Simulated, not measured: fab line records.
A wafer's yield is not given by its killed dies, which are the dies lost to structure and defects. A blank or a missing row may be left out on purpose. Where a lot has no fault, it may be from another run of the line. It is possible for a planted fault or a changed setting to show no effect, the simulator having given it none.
Check for tools in common -- flow n5Finfet -- Sampled: 10 lots, 30 wafers

## THE REASON FOR OPENING IT
2 of 10 lots carry a flag on the reading V10_OVL at N5_BEOL_M11_OVL_MEAS_29. No-fault wafers: 0.1 nm, standard deviation 0.74.
Rule: a lot is flagged when every wafer of it that has a number lies more than 4 standard deviations from that mean, or none has a number. The rest of the lots are taken to be sound.

lot,measured,on,"V10_OVL (nm), wafer by wafer",flag
L114,day 11 11:11,overlay-01,0.2 -0.3 0.3,
L115,day 11 17:34,overlay-01,0.5 -1.0 0.0,
L116,day 12 09:43,overlay-01,-0.2 0.6 -0.3,
L119,day 13 07:37,overlay-02,0.5 0.0 -0.7,
L121,day 13 11:35,overlay-02,8.6 9.2 9.3,FLAGGED
L120,day 13 18:58,overlay-02,-0.6 -0.5 0.2,
L125,day 14 05:18,overlay-02,8.1 10.0 8.6,FLAGGED
L128,day 15 06:58,overlay-02,-1.2 -0.3 -0.2,
L130,day 16 05:13,overlay-01,0.0 1.9 -0.3,
L132,day 16 12:17,overlay-01,0.0 1.3 -0.5,
Average over the flagged lots: 9.0 nm; offset from the usual +8.9 nm, equal to +12 standard deviations.

## EACH LOT AND THE TOOL IT RAN ON
Before the reading, the record contains 2 process steps out of a 1938-step route. In each cell: the tool, then ch and the chambers that the sampled wafers went through, then the start.
lot,flag,N5_BEOL_M11_STRIP_19,N5_BEOL_M11_EXPOSE_25
L114,,"rieDiel-03 ch 0,1,2, day 11 10:43","arfiScanner-02 ch 0, day 11 11:01"
L115,,"rieDiel-03 ch 1,2, day 11 11:55","arfiScanner-01 ch 0, day 11 17:24"
L116,,"rieDiel-03 ch 1,2, day 12 07:50","arfiScanner-02 ch 0, day 12 09:34"
L119,,"rieDiel-01 ch 0,3, day 13 06:03","arfiScanner-02 ch 0, day 13 07:27"
L121,FLAGGED,"rieDiel-03 ch 0,2, day 13 09:33","arfiScanner-01 ch 0, day 13 11:25"
L120,,"rieDiel-01 ch 0,1,3, day 13 17:30","arfiScanner-03 ch 0, day 13 18:46"
L125,FLAGGED,"rieDiel-06 ch 0,1, day 14 02:41","arfiScanner-01 ch 0, day 14 05:08"
L128,,"rieDiel-01 ch 2,3, day 15 04:29","arfiScanner-03 ch 0, day 15 06:49"
L130,,"rieDiel-03 ch 0,2, day 16 03:31","arfiScanner-03 ch 0, day 16 05:04"
L132,,"rieDiel-06 ch 1,2, day 16 08:51","arfiScanner-03 ch 0, day 16 12:08"
What these steps do:
- N5_BEOL_M11_STRIP_19: strips in O2.
- N5_BEOL_M11_EXPOSE_25: exposes mask V10.
- N5_BEOL_M11_OVL_MEAS_29

## FLAGGED AGAINST TOTAL, ONE TOOL AT A TIME (gauges that did the reading follow at the end)
step,tool,lots run,flagged,share of the flagged lots,sound lots run after its first flagged lot
N5_BEOL_M11_STRIP_19,rieDiel-01,3,0,none,-
N5_BEOL_M11_STRIP_19,rieDiel-03,5,1,some,1 (L130)
N5_BEOL_M11_STRIP_19,rieDiel-06,2,1,some,1 (L132)
N5_BEOL_M11_EXPOSE_25,arfiScanner-01,3,2,all,0
N5_BEOL_M11_EXPOSE_25,arfiScanner-02,3,0,none,-
N5_BEOL_M11_EXPOSE_25,arfiScanner-03,4,0,none,-
N5_BEOL_M11_OVL_MEAS_29,overlay-01,5,0,none,-
N5_BEOL_M11_OVL_MEAS_29,overlay-02,5,2,all,"2 (L120,L128)"

## THE TABLE: WHAT IT ALLOWS
Rows of the table that ran all the flagged lots, 2 in number: arfiScanner-01 at N5_BEOL_M11_EXPOSE_25; overlay-02 at N5_BEOL_M11_OVL_MEAS_29.
- arfiScanner-01 at N5_BEOL_M11_EXPOSE_25 ran 3 lots, 2 of them flagged. It ran its last sound lot, L115, at day 11 17:24 and its first flagged lot, L121, at day 13 11:25: a fault with its onset between the two fits.
- overlay-02 at N5_BEOL_M11_OVL_MEAS_29 ran 5 lots, 2 of them flagged. Lots that were sound ran on it after the first flagged one (L120, L128); a persistent fault on the entire tool would not allow that.
Left over: one tool, arfiScanner-01 at N5_BEOL_M11_EXPOSE_25.

## WHAT THE SIMULATOR HAD INSERTED
Scanner matching overlay: arfiScanner-01, from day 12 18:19 on, at N5_BEOL_M11_EXPOSE_25. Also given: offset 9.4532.
Lots struck among those shown: L121, L125. The rule above reached the same finding.
